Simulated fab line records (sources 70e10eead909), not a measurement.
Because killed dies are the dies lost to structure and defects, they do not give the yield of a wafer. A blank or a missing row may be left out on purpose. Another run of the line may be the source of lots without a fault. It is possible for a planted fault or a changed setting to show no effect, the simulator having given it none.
Struck lot and sound lot, side by side :: flow nand_harc :: 13 out of 1302 route steps
Sound: the wafers L696.2, L696.3, L696.6. The struck wafers were L682.2, L682.4. At the end, the cause is stated.
Per side, at each step with rows, come the tool, then ch with its chambers, and then its first start. Under that, the readings that differ: sound wafers :: struck wafers :: difference of the means :: sigmas: that difference in standard deviations of wafers without a fault.
alike: same words and numbers on both sides, and readings whose means sit less than 2 such deviations apart. not compared: any withheld reading, any reading some wafer has no value for, any bound like >300 that may hide the same value, and any number with overlapping values for which the record gives no deviation.
A row with sigmas, a row that says differs or no value, or rows on one side alone: a step with any of these is where the two part. Numbers that have no deviation but don't overlap get no sigmas and don't part them. Lack of a reading on every wafer of one side parts them only where that side has two or more wafers.

NHARC_A_WL_FILL_ALD_10: deposits SiO2, target thk 50 nm, pulse time 10 s, ald cycles 500.
  sound on ald_hk-03 ch 0,1,3, day 27 07:58; struck on ald_hk-03 ch 0,2, day 22 04:44
  alike: heater_power_w, precursor_pulse_height_rel
NHARC_A_WL_FILL_ETCHBACK_16: etches the open film in C4F8/O2/Ar, target depth 120 nm, time 24 s.
  sound on rie_diel-11 ch 2,3; struck on rie_diel-11 ch 0,1
  alike: oes_product_au, rf_vpp_V
  not compared: rf_hours_counter_h
then, 1 step without rows for these wafers: NHARC_A_WL_FILL_STRIP_29 (strips in O2, time 20 s).
NHARC_A_WL_FILL_ETCHBACK_17: etches the open film in Cl2/BCl3, target depth 4 nm, time 26.7 s.
  sound on rie_metal-03 ch 0,1, day 27 11:44; struck on rie_metal-02 ch 0, day 22 09:03
  alike: drypump_motor_current_A, oes_product_au
  not compared: rf_hours_counter_h
then, 6 steps without rows for these wafers: NHARC_A_WL_FILL_PRECLEAN_18 (cleans in dHF, time 30 s); NHARC_A_WL_FILL_SRD_21; NHARC_A_WL_FILL_CVD_23 (deposits poly-Si, target thk 40 nm, time 800 s); NHARC_A_WL_FILL_ETCHBACK_26 (etches the open film in HBr, target depth 52 nm, time 13.3 s); NHARC_A_WL_FILL_PRECLEAN_30 (cleans in dHF, time 10 s); NHARC_A_WL_FILL_SRD_14.
NHARC_A_WL_FILL_ALD_19: deposits TiN, target thk 2 nm, pulse time 3 s, ald cycles 100.
  sound on ald_metal-02 ch 1,3, day 27 17:11; struck on ald_metal-03 ch 0,3, day 22 14:40
  alike: heater_power_w, precursor_pulse_height_rel
NHARC_A_WL_FILL_CVD_20: deposits W, target thk 100 nm, time 74 s.
  sound on cvd_w-01 ch 0,1; struck on cvd_w-01 ch 1
  alike: chamber_pressure_Torr, heater_power_w, throttle_valve_pct
NHARC_A_WL_FILL_CMP_12: polishes, t overpolish 30 s, target thk 100 nm.
  sound on cmp-01 ch 0,1,2, day 27 17:51; struck on cmp-01 ch 0,1, day 22 15:08
reading: overpolish_run_s (s)
sound: 29.998 29.999 30.011
struck: 30.011 27.725
difference: -1.135
sigmas: -99 or more

reading: time_to_endpoint_s (s)
sound: 23 22 20
struck: 34 37
difference: +14
sigmas: +4
  alike: edge_zone_pressure_frac, motor_current_A

== WHERE THEY PART ==
Only at NHARC_A_WL_FILL_CMP_12, as far as this record shows.

WHY: what had been put in by the simulator
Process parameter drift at NHARC_A_WL_FILL_CMP_12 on cmp-01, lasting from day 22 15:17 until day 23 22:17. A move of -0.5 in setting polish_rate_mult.
